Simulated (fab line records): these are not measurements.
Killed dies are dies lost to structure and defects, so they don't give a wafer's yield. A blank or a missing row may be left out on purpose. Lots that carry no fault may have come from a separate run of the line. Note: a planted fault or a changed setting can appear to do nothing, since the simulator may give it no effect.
Matching of chambers	flow n5_finfet	ald_metal-03 running N5_BEOL_M2_ALD_84: 4 sister chambers
The step deposits TaN, pulse time 2 s, purge time 3 s, co reactant purge time 2 s. 4 wafers are shown with their chamber, then 11 later ones without.

## EACH WAFER AND ITS CHAMBER
wafer	chamber	heater_power_w (W)
L081.2	2	394
L085.3	0	427
L089.3	1	362
L093.1	3	412

## WAFERS WHOSE CHAMBER IS MISSING
wafer	heater_power_w (W)
L093.3	419
L093.6	370
L095.1	425
L095.2	406
L095.5	422
L096.1	396
L096.3	422
L096.4	429
L097.1	415
L097.2	361
L097.5	421

## WHICH CHAMBER EACH ONE RAN IN
wafer	from the rows above	in truth
L093.3	can't be placed: 3 or 0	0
L093.6	1	1
L095.1	0	0
L095.2	can't be placed: 3 or 2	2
L095.5	can't be placed: 0 or 3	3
L096.1	2	2
L096.3	can't be placed: 0 or 3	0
L096.4	0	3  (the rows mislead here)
L097.1	can't be placed: 3 or 0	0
L097.2	1	1
L097.5	can't be placed: 0 or 3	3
Correctly placed: 4 of 11. Not placeable from these rows: 6 (in 6, the candidates include the true chamber). Number placed wrongly: 1.
How it was worked out, from the rows above alone: a wafer's distance from a chamber is the root of the sum, over the readings, of the square of ((its reading less the chamber's mean) divided by the reading's scatter). If the next closest chamber is less than 2 further off than the closest, the wafer can't be placed; otherwise it belongs to the closest. Each chamber's mean is taken over the wafers shown for it. The scatter: with one shown wafer a chamber, the root of the mean of the squares of how far each hidden wafer lies from its nearest shown one.
